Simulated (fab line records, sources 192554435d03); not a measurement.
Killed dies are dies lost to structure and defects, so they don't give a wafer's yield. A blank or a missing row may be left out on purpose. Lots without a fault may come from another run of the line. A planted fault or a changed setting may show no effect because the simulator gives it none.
Chamber matching | flow n5_finfet | N5_BEOL_M1_ILD_DEP_00 on pecvd-01: 3 sister chambers
The step deposits SiOC from DEMS/O2, target thk 79 nm, time 15.3 s. 3 wafers are shown with their chamber, then 12 later ones without.

WAFERS WITH THEIR CHAMBER
wafer  | chamber | throttle_valve_pct (%)
L085.4 | 2       | 10.6
L085.5 | 1       | 11.6
L085.6 | 0       | 11.3

WAFERS WITHOUT THEIR CHAMBER
wafer  | throttle_valve_pct (%)
L086.1 | 10.8
L086.3 | 11.8
L086.5 | 10.4
L087.1 | 11.7
L087.4 | 11.4
L087.5 | 11.8
L097.1 | 11.7
L097.3 | 11.8
L097.5 | 11.6
L096.1 | 11.8
L096.3 | 12.0
L096.5 | 10.6

WHICH CHAMBER EACH WENT THROUGH
wafer  | from the rows above     | in truth
L086.1 | can't be placed: 2 or 0 | 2
L086.3 | can't be placed: 1 or 0 | 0
L086.5 | 2                       | 2
L087.1 | can't be placed: 1 or 0 | 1
L087.4 | can't be placed: 0 or 1 | 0
L087.5 | can't be placed: 1 or 0 | 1
L097.1 | can't be placed: 1 or 0 | 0
L097.3 | can't be placed: 1 or 0 | 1
L097.5 | can't be placed: 1 or 0 | 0
L096.1 | can't be placed: 1 or 0 | 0
L096.3 | can't be placed: 1 or 0 | 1
L096.5 | 2                       | 2
Placed correctly: 2 of 12. Can't be placed from these rows: 10 (the true chamber is among the candidates in 10). Placed wrongly: 0.
How it was worked out, from the rows above alone: a wafer's distance from a chamber is the root of the sum, over the readings, of the square of ((its reading less the chamber's mean) divided by the reading's scatter). The wafer belongs to the nearest chamber; if the next one is less than 2 further off, it can't be placed. A chamber's mean is the mean of its shown wafers. The scatter: with one shown wafer a chamber, the root of the mean of the squares of how far each hidden wafer lies from its nearest shown one.
